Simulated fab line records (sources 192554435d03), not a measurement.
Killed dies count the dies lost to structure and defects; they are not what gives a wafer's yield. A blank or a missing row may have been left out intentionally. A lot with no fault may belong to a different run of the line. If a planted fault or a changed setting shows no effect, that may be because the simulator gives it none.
Split-lot study / flow n5-finfet / 7 lots, 21 wafers read, on a route of 1938 steps

ABOUT THE SPLIT
At N5_PMOS_HMC_CHANNEL_EPI_PEB_07 (peb time 60 s), the setting peb-time-s was moved away from the recipe's 60 s on 10 of the 21 wafers read, by -17.2% to +22.2%. For the rest of the wafers, this setting stayed at what the recipe calls for.

THE PATH FROM SPLIT TO READING: the file shows 1 step between them
- N5_PMOS_HMC_CHANNEL_EPI_DEVELOP_08: develop time 30 s

THE READING
cd-nm at N5_PMOS_HMC_CHANNEL_EPI_CD_MEAS_09, given in nm (cd target 237.4 nm). A value of 238.3 nm with a standard deviation of 1 nm is what fault-free wafers of this fab line usually give.

wafer=L076.2; tool, chamber at the split=litho-track-02, 0; peb-time-s as run, s=60; against the recipe=recipe; cd-nm, nm=237.9; against lot-mates on the recipe=-
wafer=L076.4; tool, chamber at the split=litho-track-02, 0; peb-time-s as run, s=49.69; against the recipe=-17.2%; cd-nm, nm=230.5; against lot-mates on the recipe=-7.4
wafer=L076.5; tool, chamber at the split=litho-track-02, 0; peb-time-s as run, s=49.69; against the recipe=-17.2%; cd-nm, nm=229.7; against lot-mates on the recipe=-8.2
wafer=L085.1; tool, chamber at the split=litho-track-05, 0; peb-time-s as run, s=60; against the recipe=recipe; cd-nm, nm=239.4; against lot-mates on the recipe=-
wafer=L085.2; tool, chamber at the split=litho-track-05, 0; peb-time-s as run, s=60; against the recipe=recipe; cd-nm, nm=238.5; against lot-mates on the recipe=-
wafer=L085.4; tool, chamber at the split=litho-track-05, 0; peb-time-s as run, s=60; against the recipe=recipe; cd-nm, nm=237.2; against lot-mates on the recipe=-
wafer=L086.1; tool, chamber at the split=litho-track-05, 0; peb-time-s as run, s=60; against the recipe=recipe; cd-nm, nm=239.3; against lot-mates on the recipe=-
wafer=L086.5; tool, chamber at the split=litho-track-05, 0; peb-time-s as run, s=73.29; against the recipe=+22.2%; cd-nm, nm=246.6; against lot-mates on the recipe=+7.3
wafer=L086.6; tool, chamber at the split=litho-track-05, 0; peb-time-s as run, s=73.29; against the recipe=+22.2%; cd-nm, nm=246.2; against lot-mates on the recipe=+6.9
wafer=L087.1; tool, chamber at the split=litho-track-05, 0; peb-time-s as run, s=51.53; against the recipe=-14.1%; cd-nm, nm=232.9; against lot-mates on the recipe=-4.9
wafer=L087.4; tool, chamber at the split=litho-track-05, 0; peb-time-s as run, s=60; against the recipe=recipe; cd-nm, nm=237.8; against lot-mates on the recipe=-
wafer=L087.6; tool, chamber at the split=litho-track-05, 0; peb-time-s as run, s=51.53; against the recipe=-14.1%; cd-nm, nm=231.4; against lot-mates on the recipe=-6.4
wafer=L091.2; tool, chamber at the split=litho-track-03, 0; peb-time-s as run, s=66.53; against the recipe=+10.9%; cd-nm, nm=242.5; against lot-mates on the recipe=+3.6
wafer=L091.3; tool, chamber at the split=litho-track-03, 0; peb-time-s as run, s=60; against the recipe=recipe; cd-nm, nm=238.9; against lot-mates on the recipe=-
wafer=L091.4; tool, chamber at the split=litho-track-03, 0; peb-time-s as run, s=66.53; against the recipe=+10.9%; cd-nm, nm=242.3; against lot-mates on the recipe=+3.4
wafer=L095.1; tool, chamber at the split=litho-track-02, 0; peb-time-s as run, s=60; against the recipe=recipe; cd-nm, nm=237.7; against lot-mates on the recipe=-
wafer=L095.3; tool, chamber at the split=litho-track-02, 0; peb-time-s as run, s=52.24; against the recipe=-12.9%; cd-nm, nm=231.2; against lot-mates on the recipe=-6.5
wafer=L095.4; tool, chamber at the split=litho-track-02, 0; peb-time-s as run, s=52.24; against the recipe=-12.9%; cd-nm, nm=232.5; against lot-mates on the recipe=-5.2
wafer=L096.2; tool, chamber at the split=litho-track-03, 0; peb-time-s as run, s=60; against the recipe=recipe; cd-nm, nm=235.6; against lot-mates on the recipe=-
wafer=L096.3; tool, chamber at the split=litho-track-03, 0; peb-time-s as run, s=60; against the recipe=recipe; cd-nm, nm=237.2; against lot-mates on the recipe=-
wafer=L096.5; tool, chamber at the split=litho-track-03, 0; peb-time-s as run, s=60; against the recipe=recipe; cd-nm, nm=236.4; against lot-mates on the recipe=-

FIT RESULTS
A straight line over all 21 wafers: cd-nm changes by +0.416 nm for each +1% of peb-time-s; r = +0.98; the points scatter about the line by 0.98 nm.
The same after taking each lot's own level away (the mean of its wafers on the recipe; 21 wafers): +0.378 nm for each +1%; r = +0.98; scatter 0.79 nm.
The reading moves by 8.4 nm for the largest change in peb-time-s, on that fit.
Across the lots, their own levels run from 236.40 to 239.30 nm, a range of 2.9 times the standard deviation given above.
So the slope is not independent of the lot-to-lot level: the two fits are not the same.
Check: with one of the wafers moved furthest among these (+22.2%) left out of the fit, the line predicts +8.17 nm for it against its lot-mates. Against them it came out at +7.3 nm.

THE WHOLE CHAIN: every reading that the file lists as answering this split, in the file's order
step=N5_PMOS_HMC_CHANNEL_EPI_CD_MEAS_09; what it does=target cd 237.4 nm; reading=cd-nm; change (the file's fit)=+0.382 nm for each +1% of the setting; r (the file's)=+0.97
step=N5_PMOS_HMC_CHANNEL_EPI_DESCUM_14; what it does=chemistry O2, time 7.9 s; reading=PMOS_HMC_CHANNEL_EPI.cd-nm (the simulator's own value, which no gauge read); change (the file's fit)=+0.375 nm for each +1% of the setting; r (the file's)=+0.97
step=N5_PMOS_HMC_CHANNEL_EPI_ETCH_32; what it does=etches BARC in N2/H2, stops on SiO2, target depth 85.8 nm, time 50.3 s; reading=PMOS_HMC_CHANNEL_EPI.cd-nm (the simulator's own value, which no gauge read); change (the file's fit)=+0.394 nm for each +1% of the setting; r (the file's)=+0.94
step=N5_PMOS_HMC_CHANNEL_EPI_HM_OPEN_15; what it does=chemistry CHF3/O2, target SiO2, target depth 40.6 nm, time 20.3 s; reading=PMOS_HMC_CHANNEL_EPI.cd-nm (the simulator's own value, which no gauge read); change (the file's fit)=+0.395 nm for each +1% of the setting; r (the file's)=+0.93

FILE'S OWN FIT
cd-nm changes by +0.382 nm for each +1% of peb-time-s, r = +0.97.
